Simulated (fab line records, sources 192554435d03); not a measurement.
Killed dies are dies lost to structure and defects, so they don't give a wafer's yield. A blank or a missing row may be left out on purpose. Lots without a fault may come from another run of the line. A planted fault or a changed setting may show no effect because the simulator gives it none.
Which tool did it? | flow n5_finfet | 11 lots, 33 wafers sampled, at 4 steps of a route of 1938

WHAT THE GAUGES READ, wafer by wafer
N5_FIN_SAQP_OVL_MEAS_17.
lot  | measured    | on         | FIN_CORE_OVL (nm)
L518 | day 1 22:10 | overlay-01 | -0.8 -2.1 -0.3
L522 | day 2 22:17 | overlay-01 | 0.8 1.4 0.2
L523 | day 3 03:42 | overlay-01 | 0.1 -0.4 -0.6
L526 | day 3 22:09 | overlay-01 | -0.5 -1.0 0.6
L534 | day 5 21:16 | overlay-01 | - - -
L535 | day 6 04:07 | overlay-01 | - - -
L537 | day 6 15:44 | overlay-01 | 0.7 0.4 1.5
L538 | day 6 22:19 | overlay-02 | 0.3 0.5 1.3
L539 | day 7 04:05 | overlay-01 | -0.7 0.0 -1.1
L540 | day 7 09:17 | overlay-01 | 0.1 -0.3 0.2
L541 | day 7 15:58 | overlay-01 | -0.5 -0.1 0.0

WHICH TOOL RAN EACH LOT (tool, then ch and the chambers of the sampled wafers, then the start)
lot  | N5_PMOS_HMC_CHANNEL_EPI_DESCUM_14 | N5_PMOS_HMC_CHANNEL_EPI_FIN_RECESS_16 | N5_PMOS_HMC_CHANNEL_EPI_EPI_26
L518 | rie_diel-01 ch 1,2,3, day 1 17:34 | rie_si-05 ch 0,2,3, day 1 18:13       | epi_rpcvd-02 ch 0, day 1 20:16
L522 | rie_diel-03 ch 0,2, day 2 17:10   | rie_si-04 ch 0,3, day 2 17:39         | epi_rpcvd-03 ch 0, day 2 19:50
L523 | rie_diel-01 ch 1,2,3, day 2 23:17 | rie_si-04 ch 1,2, day 2 23:44         | epi_rpcvd-04 ch 0, day 3 02:02
L526 | rie_diel-01 ch 0,2, day 3 17:35   | rie_si-04 ch 0,1,3, day 3 18:02       | epi_rpcvd-04 ch 0, day 3 20:23
L534 | rie_diel-03 ch 0,1, day 5 17:18   | rie_si-04 ch 0,2, day 5 17:45         | epi_rpcvd-04 ch 0, day 5 19:46
L535 | rie_diel-05 ch 2,3, day 5 23:13   | rie_si-05 ch 1,3, day 5 23:40         | epi_rpcvd-02 ch 0, day 6 01:38
L537 | rie_diel-05 ch 1,2,3, day 6 11:37 | rie_si-05 ch 0,1,3, day 6 12:04       | epi_rpcvd-04 ch 0, day 6 14:05
L538 | rie_diel-05 ch 0,1, day 6 17:50   | rie_si-05 ch 0,1,3, day 6 18:17       | epi_rpcvd-03 ch 0, day 6 20:40
L539 | rie_diel-05 ch 1,2, day 6 23:32   | rie_si-06 ch 0,3, day 6 23:59         | epi_rpcvd-04 ch 0, day 7 02:22
L540 | rie_diel-05 ch 2,3, day 7 05:02   | rie_si-05 ch 1,2,3, day 7 05:29       | epi_rpcvd-04 ch 0, day 7 07:36
L541 | rie_diel-03 ch 0,2,3, day 7 11:40 | rie_si-04 ch 1,2,3, day 7 12:07       | epi_rpcvd-02 ch 0, day 7 14:07
- N5_PMOS_HMC_CHANNEL_EPI_DESCUM_14: chemistry O2, time 7.9 s.
- N5_PMOS_HMC_CHANNEL_EPI_FIN_RECESS_16: chemistry HBr/Cl2, target Si, target depth 54 nm, time 18 s.
- N5_PMOS_HMC_CHANNEL_EPI_EPI_26: deposits Si from SiH4/H2, target thk 3.8 nm, time 22.7 s.

THE ANSWER, worked out from the rows above alone
Rule: what is usual is taken from the lots themselves. Put in order of their means at a reading, lots are off if they are a third of the lots or fewer, leave a main group of 4 or more, and stand apart from it by a gap of 3 or more times the standard deviation of the main group's means; of several such gaps the widest counts. A main group whose means are all the same, to the digits that the tables above print for the reading, isn't used. A lot without any number at a reading at which 4 lots or more have one is off too. The other lots that the step has rows for count as sound.
Off: L534, L535, at N5_FIN_SAQP_OVL_MEAS_17 (FIN_CORE_OVL). Without a number there: L534, L535. The main group: mean -0.0 nm, standard deviation 0.63.
A tool fits if, at a process step before that reading, it ran every lot that is off, and no sound lot after the first of them. The gauges at N5_FIN_SAQP_OVL_MEAS_17 are tried like those tools. None of those tried fits.

WHAT THE SIMULATOR HAD PUT IN
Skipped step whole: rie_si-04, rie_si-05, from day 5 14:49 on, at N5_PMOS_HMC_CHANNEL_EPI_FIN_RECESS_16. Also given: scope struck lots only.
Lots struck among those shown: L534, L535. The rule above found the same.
